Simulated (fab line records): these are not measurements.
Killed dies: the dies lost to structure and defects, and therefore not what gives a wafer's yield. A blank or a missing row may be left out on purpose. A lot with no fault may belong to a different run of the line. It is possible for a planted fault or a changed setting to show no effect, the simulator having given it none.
8D (eight disciplines) problem report, filled in by code | flow n5-finfet | the parts of the form that need people (team, actions taken, sign-off) are left out

== 1. WHAT WENT WRONG ==
At N5_PASSIVATION_PROBE_49, sort_bin_5_function averages 97.2 % over 6 wafers from 2 lots, while fault-free wafers read 5.3 %, standard deviation 0.77. So: +99 or more standard deviations from the usual mean.
First observed at day 14 11:56: wafer L593.2, on prober-02. At this step, 6 wafers from 2 lots have a number in the record. By rule, "out" or "out of limits" means more than 4 standard deviations away from the usual mean. The other wafers with a number count as sound.

== 2. WHAT IT IS AND WHAT IT IS NOT ==
question                    | is                                                                                                                     | is not
which readings at this step | sort_bin_5_function, defect-limited-yield, killed_at_M0_to_M3, killed-dies, killed-on-rim, sort-n-pass, sort-yield-pct | killed_at_M4_up, killed-at-contacts, killed-at-front-end
which lots                  | L593, L594                                                                                                             | -
which wafers of those lots  | all that have a number                                                                                                 | -
read on which tools         | prober-01, prober-02                                                                                                   | -
when                        | from day 14 11:56                                                                                                      | up to then (0 sound wafers)

== 3. THE SUSPECTS, EACH WITH WHAT RULES IT OUT ==
Counting: any tool at a process step up to the reading is kept as a suspect provided that every lot that is out went through it and no sound lot did after the first of them.
- rie-diel-01 at N5_BEOL_M0_SAQP_DESCUM_19 (chemistry O2, time 7.9 s): kept. It ran every lot that is out, first L593 (day 8 07:55), and no sound lot after that.
- rie-diel-01 at N5_BEOL_M0_SAQP_SPACER2_ETCHBACK_27 (etches SiO2 in CHF3/O2, target depth 22.5 nm, time 11.25 s): kept. It ran every lot that is out, first L593 (day 8 11:20), and no sound lot after that.
After counting, rie-diel-01 at N5_BEOL_M0_SAQP_DESCUM_19 and rie-diel-01 at N5_BEOL_M0_SAQP_SPACER2_ETCHBACK_27 remain.

== 4. THE CAUSE (what the simulator had put in) ==
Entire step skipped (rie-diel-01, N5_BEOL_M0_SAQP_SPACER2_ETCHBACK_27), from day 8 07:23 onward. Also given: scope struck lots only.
After counting, 2 suspects remain, this tool included.

== 5. SEQUENCE OF EFFECTS, ordered by route ==
Each row: a reading whose mean over the struck wafers that have a number lies more than 3 standard deviations from the usual. Readings are gone through only where the record gives a usual standard deviation; hours: the median, over the lots, of the time from a lot's start at the first step in this table giving one to that lot's start at this step; sigmas: the change measured in usual standard deviations.
hours | step                    | reading              | usual  | on struck wafers | change | sigmas
0     | N5_PASSIVATION_PROBE_49 | defect-limited-yield | 91.1 % | 0.0              | -91.1  | -70
0     | N5_PASSIVATION_PROBE_49 | killed_at_M0_to_M3   | 36     | 1119             | +1083  | +99 or more
0     | N5_PASSIVATION_PROBE_49 | killed-dies          | 105    | 1180             | +1075  | +72
0     | N5_PASSIVATION_PROBE_49 | killed-on-rim        | 14     | 152              | +138   | +39
0     | N5_PASSIVATION_PROBE_49 | sort_bin_5_function  | 5.3 %  | 97.2             | +91.9  | +99 or more
0     | N5_PASSIVATION_PROBE_49 | sort-n-pass          | 1075   | 0                | -1075  | -72
0     | N5_PASSIVATION_PROBE_49 | sort-yield-pct       | 91.1 % | 0.0              | -91.1  | -70
Here are the process steps it includes:
- N5_PASSIVATION_PROBE_49
Readings that are blank on the struck wafers while sound wafers have them: CHF3_flow_sccm at N5_BEOL_M0_SAQP_SPACER2_ETCHBACK_27; O2_flow_sccm at N5_BEOL_M0_SAQP_SPACER2_ETCHBACK_27; drypump-motor-current-A at N5_BEOL_M0_SAQP_SPACER2_ETCHBACK_27; mfc-ar-sccm at N5_BEOL_M0_SAQP_SPACER2_ETCHBACK_27; oes-product-au at N5_BEOL_M0_SAQP_SPACER2_ETCHBACK_27; rf-fwd-power-W at N5_BEOL_M0_SAQP_SPACER2_ETCHBACK_27; rf-vpp-V at N5_BEOL_M0_SAQP_SPACER2_ETCHBACK_27; showerhead-plenum-p-Torr at N5_BEOL_M0_SAQP_SPACER2_ETCHBACK_27; and 1 more.

== 6. HOW IT WOULD HAVE BEEN CAUGHT EARLIER ==
First out-of-limits reading in this record: day 14 11:56, which is 149 hours after fault onset at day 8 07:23.
At N5_BEOL_M0_SAQP_SPACER2_ETCHBACK_27 the tool's readings are blank on the struck wafers, where sound wafers have them: an empty tool record is the first sign, and it was there at once.
By day 14 11:56 the whole set of lots that are out, 2 in number, had already begun N5_BEOL_M0_SAQP_SPACER2_ETCHBACK_27 on rie-diel-01. Holding the tool at that point would not have protected any of them.
